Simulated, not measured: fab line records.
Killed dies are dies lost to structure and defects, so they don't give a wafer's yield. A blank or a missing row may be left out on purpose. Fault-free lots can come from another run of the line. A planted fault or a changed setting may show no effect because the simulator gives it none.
Struck lot and sound lot, side by side || flow n5 finfet || 29 out of 1938 route steps
Sound: wafers L729.1, L729.3, L729.5. Wafers L736.3, L736.5, L736.6 were the ones struck. At the end, the cause is stated.
Per side, at each step with rows, come the tool, then ch with its chambers, and then its first start. Under that, the readings that differ: sound wafers || struck wafers || difference of the means || sigmas: that difference in standard deviations of wafers without a fault.
alike: readings with means less than 2 such deviations apart, plus words and numbers identical on both sides. not compared: withheld readings, readings lacking a value on some wafer, bounds such as >300 that could conceal the same value, and numbers that have no deviation in the record and whose values overlap.
A row with sigmas, a row that says differs or no value, or rows on one side alone: a step with any of these is where the two part. Numbers that don't overlap but have no deviation are shown without sigmas and don't part them. A reading that every wafer of one side lacks parts them only if that side has two wafers or more.

first, 2 steps without rows for these wafers: N5_STI_FIN_REVEAL_DENSIFY_02 (time 1800 s); N5_STI_FIN_REVEAL_CMP_04 (polishes, stops on Si3N4, t overpolish 4 s, target thk 131.83 nm).
N5_STI_FIN_REVEAL_THK_MEAS_05:
  sound: film metro-02 at day 3 17:01; struck: film metro-02 at day 5 12:08
  alike: thk nm
N5_STI_FIN_REVEAL_DENSIFY_30:
  sound on rtp anneal-02 ch 0, day 3 17:57; struck on rtp anneal-02 ch 0, day 5 12:13
  alike: lamp power pct
  not compared: wafer_temp_C_max
N5_STI_FIN_REVEAL_ETCHBACK_08: etches SiO2 in C4F6/O2, target depth 30.5 nm, time 10.167 s.
  sound on rie diel-05 ch 0,2, day 3 18:10; struck on rie diel-03 ch 1,2,3, day 5 12:23
  alike: C4F6_flow_sccm, chamber pressure mTorr, drypump motor current A, oes product au, rf vpp V, showerhead plenum p Torr, throttle valve pct
  not compared: rf hours counter h
then, 5 steps without rows for these wafers: N5_STI_FIN_REVEAL_STRIP_24 (strips in N2/H2, time 90 s); N5_STI_FIN_REVEAL_PRECLEAN_25 (cleans in SPM, time 90 s); N5_STI_FIN_REVEAL_PRECLEAN_26 (cleans in SC1, time 45 s); N5_STI_FIN_REVEAL_PRECLEAN_29 (cleans in DHF, time 30 s); N5_STI_FIN_REVEAL_SRD_12 (time 30 s).
N5_STI_FIN_REVEAL_RECESS_09: chemistry HF/NH3, target SiO2, afs cycles 11, target depth 42.5 nm, sublimation time 60 s.
  sound on vapor etch-01 ch 0,1, day 3 18:25; struck on vapor etch-01 ch 0,1, day 5 13:10
  alike: drypump motor current A
then, 1 step without rows for these wafers: N5_STI_FIN_REVEAL_STRIP_16 (strips SiNx in H3PO4, target depth 23.8 nm).
N5_STI_FIN_REVEAL_PRECLEAN_17: cleans in NF3:NH3, afs cycles 1, time 20 s, sublimation time 60 s.
  sound on remote plasma-02 ch 1, day 3 20:18; struck on remote plasma-02 ch 0, day 5 14:35
  alike: rf power w
then, 1 step without rows for these wafers: N5_STI_FIN_REVEAL_ETCH_34 (etches Si in H2, material Si, target depth 0.97 nm).
N5_STI_FIN_REVEAL_OXIDATION_31: chemistry O2 PLASMA REMOTE, time 20 s.
  sound on plasma asher-02 ch 0,1, day 3 20:34; struck on plasma asher-02 ch 0,1, day 5 14:48
  alike: chamber pressure mTorr, drypump motor current A, heater power w
  not compared: rf hours counter h
then, 3 steps without rows for these wafers: N5_STI_FIN_REVEAL_PRECLEAN_32 (cleans in NF3:NH3, afs cycles 1, time 20 s, sublimation time 60 s); N5_STI_FIN_REVEAL_STRIP_35 (strips Si3N4 in H3PO4, target depth 4 nm, time 39 s); N5_STI_FIN_REVEAL_SRD_21 (time 30 s).
N5_STI_FIN_REVEAL_OXIDATION_33: chemistry O2 PLASMA REMOTE, time 20 s.
  sound on plasma asher-02 ch 0,1, day 3 20:55; struck on plasma asher-02 ch 0,1, day 5 15:09
  alike: chamber pressure mTorr, drypump motor current A, heater power w
  not compared: rf hours counter h
then, 2 steps without rows for these wafers: N5_STI_FIN_REVEAL_CLEAN_19 (cleans in O3/DIW, time 120 s); N5_STI_FIN_REVEAL_SRD_23 (time 30 s).
N5_STI_FIN_REVEAL_CD_MEAS_22: target cd 6.238 nm, pitch 28 nm.
  sound: cd sem-03 at day 3 21:05; struck: cd sem-03 at day 5 15:18
  alike: cd nm
N5_STI_FIN_REVEAL_FIN_H_MEAS_10:
  sound: ocd-01 at day 3 21:07; struck: ocd-01 at day 5 15:20
  alike: trench depth nm
then, 2 steps without rows for these wafers: N5_STI_FIN_REVEAL_PRECLEAN_18 (cleans in SC2, time 45 s); N5_STI_FIN_REVEAL_SRD_28 (time 30 s).
N5_STI_FIN_REVEAL_INSPECT_13: inspects for defects (darkfield).
  sound: defect inspect-01 at day 3 21:12; struck: defect inspect-01 at day 5 15:25
{"reading": "raw defect count", "sound": "11 7 16", "struck": "737 742 735", "difference": "+727", "sigmas": "+99 or more"}
then, 1 step without rows for these wafers: N5_DUMMY_GATE_PRECLEAN_00 (cleans in O3/DIW, time 60 s).
-- a jump in the record: the struck wafers' starts before and after are 5 days apart (it breaks off in module DUMMY_GATE and resumes in module BEOL_M4, where the first step shown is number 1111 of the route) --
N5_BEOL_M4_RC_MEAS_101:
  sound on prober-01 ch 0, day 9 04:25; struck on prober-01 ch 0, day 11 02:27
  alike: DIBL_N, DIBL_P, IOFF_N, IOFF_P, ION_N, ION_P, SS_N, SS_P, VT_N, VT_P
-- record jumps: 4 days separate the struck wafers' starts on either side; left off in module BEOL_M4, taken up again in module PASSIVATION, whose first shown step is the route's number 1936 --
N5_PASSIVATION_PROBE_49:
  only the struck wafers here have rows in the record (prober-02, day 15 07:07); the sound ones have none

== WHERE THEY PART ==
First at N5_STI_FIN_REVEAL_INSPECT_13; last, within this record, at N5_PASSIVATION_PROBE_49.

WHY: the cause the simulator had injected
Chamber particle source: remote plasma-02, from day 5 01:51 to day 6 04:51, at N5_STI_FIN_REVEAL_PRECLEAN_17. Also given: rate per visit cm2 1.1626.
